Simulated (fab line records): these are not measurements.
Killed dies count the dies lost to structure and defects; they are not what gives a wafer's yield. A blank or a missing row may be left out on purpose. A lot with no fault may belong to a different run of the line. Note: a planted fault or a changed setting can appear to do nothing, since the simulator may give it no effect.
Chamber matching :: flow n5Finfet :: rieDiel-03 running N5_BEOL_M11_ETCH_66: 4 sister chambers
The step etches SOC in N2/H2, target depth 120 nm, overetch 24 nm, time 180 s. 8 wafers are shown with their chamber, then 8 later ones without.

== WAFERS, EACH WITH ITS CHAMBER ==
wafer: L077.6
chamber: 1
drypumpMotorCurrentA (A): 5.8
showerheadPlenumPTorr (Torr): 2.59

wafer: L078.4
chamber: 3
drypumpMotorCurrentA (A): 5.2
showerheadPlenumPTorr (Torr): 2.69

wafer: L085.1
chamber: 1
drypumpMotorCurrentA (A): 5.8
showerheadPlenumPTorr (Torr): 2.58

wafer: L085.2
chamber: 3
drypumpMotorCurrentA (A): 5.2
showerheadPlenumPTorr (Torr): 2.69

wafer: L086.3
chamber: 2
drypumpMotorCurrentA (A): 6.3
showerheadPlenumPTorr (Torr): 2.69

wafer: L086.4
chamber: 0
drypumpMotorCurrentA (A): 6.2
showerheadPlenumPTorr (Torr): 2.54

wafer: L086.5
chamber: 0
drypumpMotorCurrentA (A): 6.2
showerheadPlenumPTorr (Torr): 2.54

wafer: L091.1
chamber: 2
drypumpMotorCurrentA (A): 6.2
showerheadPlenumPTorr (Torr): 2.68

== WAFERS WITH NO CHAMBER GIVEN ==
wafer: L091.2
drypumpMotorCurrentA (A): 5.7
showerheadPlenumPTorr (Torr): 2.58

wafer: L091.4
drypumpMotorCurrentA (A): 6.2
showerheadPlenumPTorr (Torr): 2.53

wafer: L092.1
drypumpMotorCurrentA (A): 6.2
showerheadPlenumPTorr (Torr): 2.53

wafer: L092.4
drypumpMotorCurrentA (A): 5.2
showerheadPlenumPTorr (Torr): 2.68

wafer: L092.6
drypumpMotorCurrentA (A): 6.3
showerheadPlenumPTorr (Torr): 2.68

wafer: L095.2
drypumpMotorCurrentA (A): 6.3
showerheadPlenumPTorr (Torr): 2.67

wafer: L095.3
drypumpMotorCurrentA (A): 5.8
showerheadPlenumPTorr (Torr): 2.57

wafer: L095.5
drypumpMotorCurrentA (A): 6.2
showerheadPlenumPTorr (Torr): 2.52

== EACH ONE'S CHAMBER ==
wafer: L091.2
from the rows above: 1
in truth: 1

wafer: L091.4
from the rows above: 0
in truth: 0

wafer: L092.1
from the rows above: 0
in truth: 0

wafer: L092.4
from the rows above: 3
in truth: 3

wafer: L092.6
from the rows above: 2
in truth: 2

wafer: L095.2
from the rows above: 2
in truth: 2

wafer: L095.3
from the rows above: 1
in truth: 1

wafer: L095.5
from the rows above: 0
in truth: 0
Placed correctly: 8 of 8. Left unplaced by these rows: 0. Placed wrongly: 0.
How it was worked out, from the rows above alone: a wafer's distance from a chamber is the root of the sum, over the readings, of the square of ((its reading less the chamber's mean) divided by the reading's scatter). If the next closest chamber is less than 2 further off than the closest, the wafer can't be placed; otherwise it belongs to the closest. A chamber's mean is the mean of its shown wafers. The scatter: take each reading less its chamber's mean, square it, sum over the shown wafers, divide by the number of wafers less the number of chambers, and take the root.
